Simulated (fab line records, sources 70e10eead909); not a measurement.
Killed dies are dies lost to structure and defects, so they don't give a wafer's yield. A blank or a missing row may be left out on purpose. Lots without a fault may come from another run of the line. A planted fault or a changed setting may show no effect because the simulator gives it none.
A struck lot beside a sound one | flow nand_harc | 14 steps out of a route of 1302
Sound: wafers L189.1, L189.3, L189.6. Struck: wafer L194.6. (L194.2, L194.4 of the same lot were not struck and are left out.) The cause comes at the end.
At each step with rows: each side's tool, then ch and its chambers, then its first start. Under that, the readings that differ: sound wafers | struck wafers | difference of the means | sigmas: that difference in standard deviations of wafers without a fault.
alike: readings whose means differ by less than 2 such deviations, and words and numbers that are the same on both sides. not compared: withheld readings, readings that some wafer has no value for, bounds like >300 that may hide the same value, and numbers for which the record gives no deviation and whose values overlap.
The two part at a step that has a row with sigmas, a row that says differs or no value, or rows on one side only. Numbers that don't overlap but have no deviation are shown without sigmas and don't part them. A reading that every wafer of one side lacks parts them only if that side has two wafers or more.

first, 2 steps without rows for these wafers: NHARC_A_SOURCE_PLATE_CVD_03 (deposits poly-Si, target thk 200 nm, time 4000 s); NHARC_A_SOURCE_PLATE_ANNEAL_05 (time 1800 s).
NHARC_A_SOURCE_PLATE_THK_MEAS_06: measures by ellipsometry.
  sound on film_metro-02, day 8 23:34; struck on film_metro-01, day 11 10:49
  reading     | sound             | struck | difference | sigmas
  thk_nm (nm) | 202.6 204.1 203.7 | 198.9  | -4.6       | -3
NHARC_A_SOURCE_PLATE_INSPECT_08:
  sound on defect_inspect-02, day 8 23:39; struck on defect_inspect-02, day 11 10:53
  alike: raw_defect_count
then, 1 step without rows for these wafers: NHARC_A_ONON_D1_DEP_00 (target thk 1000 nm).
NHARC_A_ONON_D1_THK_MEAS_02: measures by ellipsometry.
  sound on film_metro-02, day 9 00:14; struck on film_metro-01, day 11 11:28
  reading     | sound       | struck | difference | sigmas
  thk_nm (nm) | 985 985 985 | 1008   | +23        | +2
then, 1 step without rows for these wafers: NHARC_A_ONON_D1_DEP_03 (target thk 1000 nm).
NHARC_A_ONON_D1_THK_MEAS_05: measures by ellipsometry.
  sound on film_metro-01, day 9 00:47; struck on film_metro-01, day 11 12:02
  alike: thk_nm
then, 1 step without rows for these wafers: NHARC_A_ONON_D1_DEP_06 (target thk 1000 nm).
NHARC_A_ONON_D1_THK_MEAS_08: measures by ellipsometry.
  sound on film_metro-01, day 9 01:21; struck on film_metro-01, day 11 12:35
  reading     | sound       | struck | difference | sigmas
  thk_nm (nm) | 989 987 990 | 1009   | +20        | +3
NHARC_A_ONON_D1_DEP_09: target thk 1000 nm.
  sound on pecvd_onon-01 ch 0, day 9 01:25; struck on pecvd_onon-01 ch 0, day 11 12:43
  reading              | sound                | struck | difference | sigmas
  susceptor_temp_C (C) | 399.72 399.67 399.77 | 400.17 | +0.45      | +2
NHARC_A_ONON_D1_THK_MEAS_11: measures by ellipsometry.
  sound on film_metro-02, day 9 01:55; struck on film_metro-02, day 11 13:10
  reading     | sound       | struck | difference | sigmas
  thk_nm (nm) | 992 990 991 | 1041   | +50        | +5
then, 1 step without rows for these wafers: NHARC_A_ONON_D1_DEP_12 (target thk 1000 nm).
-- the record jumps here: 17 days lie between the struck wafers' starts before and after (it left off in module A_ONON_D1 and takes up again in module END, whose first step shown is number 1302 of the route) --
NHARC_END_SORT_01:
  the record has rows for the struck wafers here (prober-01 ch 0, day 28 03:44) and none for the sound ones

WHERE THEY PART
First at NHARC_A_SOURCE_PLATE_THK_MEAS_06; last, within this record, at NHARC_END_SORT_01.

WHY: what the simulator had put in
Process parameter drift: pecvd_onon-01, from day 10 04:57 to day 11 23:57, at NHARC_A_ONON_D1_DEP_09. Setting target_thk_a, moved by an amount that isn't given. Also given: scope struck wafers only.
